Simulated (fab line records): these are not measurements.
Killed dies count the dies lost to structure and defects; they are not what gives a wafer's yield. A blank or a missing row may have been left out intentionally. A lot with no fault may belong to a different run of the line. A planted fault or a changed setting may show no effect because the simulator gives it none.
Matching of chambers || flow n5-finfet || N5_BEOL_M8_CURE_75 on uv-cure-01 has 3 sister chambers
The step cures SiCOH lowk, time 120 s. 3 wafers are shown with their chamber, then 7 later ones without.

WAFERS, EACH WITH ITS CHAMBER
{"wafer": "L075.6", "chamber": 0, "wafer_temp_C_max": 371.8}
{"wafer": "L090.6", "chamber": 2, "wafer_temp_C_max": 372.8}
{"wafer": "L096.3", "chamber": 1, "wafer_temp_C_max": 371.9}

WAFERS MISSING THEIR CHAMBER
{"wafer": "L096.4", "wafer_temp_C_max": 372.3}
{"wafer": "L097.1", "wafer_temp_C_max": 371.7}
{"wafer": "L097.2", "wafer_temp_C_max": 372.0}
{"wafer": "L097.5", "wafer_temp_C_max": 372.3}
{"wafer": "L097.3", "wafer_temp_C_max": 371.7}
{"wafer": "L097.4", "wafer_temp_C_max": 372.0}
{"wafer": "L097.6", "wafer_temp_C_max": 371.4}

CHAMBER TAKEN BY EACH
{"wafer": "L096.4", "from the rows above": "can't be placed: 1 or 0 or 2", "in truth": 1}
{"wafer": "L097.1", "from the rows above": "can't be placed: 0 or 1", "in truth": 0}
{"wafer": "L097.2", "from the rows above": "can't be placed: 1 or 0", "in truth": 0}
{"wafer": "L097.5", "from the rows above": "can't be placed: 1 or 0 or 2", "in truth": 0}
{"wafer": "L097.3", "from the rows above": "can't be placed: 0 or 1", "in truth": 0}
{"wafer": "L097.4", "from the rows above": "can't be placed: 1 or 0", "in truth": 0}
{"wafer": "L097.6", "from the rows above": "can't be placed: 0 or 1", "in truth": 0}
Correct placement for 0 of the 7. From these rows, 7 cannot be placed; in 7 the true chamber is one of the candidates. Number placed wrongly: 0.
How it was worked out, from the rows above alone: a wafer's distance from a chamber is the root of the sum, over the readings, of the square of ((its reading less the chamber's mean) divided by the reading's scatter). If the next closest chamber is less than 2 further off than the closest, the wafer can't be placed; otherwise it belongs to the closest. The mean given for a chamber averages the wafers shown for that chamber. The scatter (one wafer shown for each chamber): square how far every hidden wafer sits from the nearest shown wafer, average those squares and take the square root.
